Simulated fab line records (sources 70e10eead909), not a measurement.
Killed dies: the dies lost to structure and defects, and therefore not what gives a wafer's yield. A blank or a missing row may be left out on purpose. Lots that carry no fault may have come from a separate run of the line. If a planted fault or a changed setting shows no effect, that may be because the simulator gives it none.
Chamber matching || flow nand_harc || NHARC_A_CONTACT_ETCH_88 on rie_diel-10 has 4 sister chambers
The step etches the open film in CF4, target depth 39 nm, time 65 s. 4 wafers are shown with their chamber, then 9 later ones without.

== WAFERS, EACH WITH ITS CHAMBER ==
{"wafer": "L086.1", "chamber": 3, "drypump_motor_current_A (A)": 5.7}
{"wafer": "L086.3", "chamber": 2, "drypump_motor_current_A (A)": 5.1}
{"wafer": "L088.5", "chamber": 1, "drypump_motor_current_A (A)": 5.5}
{"wafer": "L088.6", "chamber": 0, "drypump_motor_current_A (A)": 5.0}

== WAFERS WITHOUT THEIR CHAMBER ==
{"wafer": "L094.1", "drypump_motor_current_A (A)": 5.7}
{"wafer": "L094.2", "drypump_motor_current_A (A)": 5.5}
{"wafer": "L094.3", "drypump_motor_current_A (A)": 5.0}
{"wafer": "L094.4", "drypump_motor_current_A (A)": 5.1}
{"wafer": "L094.5", "drypump_motor_current_A (A)": 5.7}
{"wafer": "L094.6", "drypump_motor_current_A (A)": 5.1}
{"wafer": "L097.1", "drypump_motor_current_A (A)": 5.0}
{"wafer": "L097.3", "drypump_motor_current_A (A)": 5.8}
{"wafer": "L097.5", "drypump_motor_current_A (A)": 5.5}

== CHAMBER TAKEN BY EACH ==
{"wafer": "L094.1", "from the rows above": 3, "in truth": 3}
{"wafer": "L094.2", "from the rows above": 1, "in truth": 1}
{"wafer": "L094.3", "from the rows above": 0, "in truth": 0}
{"wafer": "L094.4", "from the rows above": 2, "in truth": 2}
{"wafer": "L094.5", "from the rows above": 3, "in truth": 3}
{"wafer": "L094.6", "from the rows above": 2, "in truth": 2}
{"wafer": "L097.1", "from the rows above": 0, "in truth": 0}
{"wafer": "L097.3", "from the rows above": 3, "in truth": 3}
{"wafer": "L097.5", "from the rows above": 1, "in truth": 1}
Correctly placed: 9 of 9. Not placeable from these rows: 0. Number placed wrongly: 0.
How it was worked out, from the rows above alone: a wafer's distance from a chamber is the root of the sum, over the readings, of the square of ((its reading less the chamber's mean) divided by the reading's scatter). The wafer belongs to the nearest chamber; if the next one is less than 2 further off, it can't be placed. A chamber's mean is the mean of its shown wafers. The scatter: root of mean squared gap, hidden wafer to nearest shown wafer, with one shown wafer a chamber.
